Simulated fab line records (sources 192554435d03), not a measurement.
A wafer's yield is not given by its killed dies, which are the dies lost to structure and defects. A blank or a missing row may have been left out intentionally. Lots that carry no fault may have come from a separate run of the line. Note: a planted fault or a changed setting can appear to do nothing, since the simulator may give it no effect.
Matching of chambers | flow n5Finfet | N5_BEOL_M7_ETCH_61 on rieDiel-04: 4 sister chambers
The step etches SiARC in CF4, target depth 45.5 nm, time 75.8 s. 4 wafers are shown with their chamber, then 12 later ones without.

== WAFERS PAIRED WITH THEIR CHAMBERS ==
wafer  | chamber | showerheadPlenumPTorr (Torr)
L076.4 | 1       | 2.28
L076.6 | 2       | 2.21
L091.5 | 3       | 2.09
L091.6 | 0       | 2.09

== WAFERS WITH NO CHAMBER GIVEN ==
wafer  | showerheadPlenumPTorr (Torr)
L088.2 | 2.09
L088.3 | 2.09
L088.6 | 2.20
L092.1 | 2.08
L092.2 | 2.20
L092.4 | 2.09
L094.1 | 2.20
L094.3 | 2.09
L094.4 | 2.27
L097.1 | 2.20
L097.5 | 2.08
L097.6 | 2.09

== THE CHAMBER EACH PASSED THROUGH ==
wafer  | from the rows above     | in truth
L088.2 | can't be placed: 0 or 3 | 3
L088.3 | can't be placed: 0 or 3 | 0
L088.6 | 2                       | 2
L092.1 | can't be placed: 0 or 3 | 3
L092.2 | 2                       | 2
L092.4 | can't be placed: 0 or 3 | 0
L094.1 | 2                       | 2
L094.3 | can't be placed: 0 or 3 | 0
L094.4 | 1                       | 1
L097.1 | 2                       | 2
L097.5 | can't be placed: 0 or 3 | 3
L097.6 | can't be placed: 0 or 3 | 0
5 of 12 placed correctly. Not placeable from these rows: 7 (in 7, the candidates include the true chamber). Number placed wrongly: 0.
How it was worked out, from the rows above alone: a wafer's distance from a chamber is the root of the sum, over the readings, of the square of ((its reading less the chamber's mean) divided by the reading's scatter). If the next closest chamber is less than 2 further off than the closest, the wafer can't be placed; otherwise it belongs to the closest. Each chamber's mean is taken over the wafers shown for it. The scatter (one wafer shown for each chamber): square how far every hidden wafer sits from the nearest shown wafer, average those squares and take the square root.
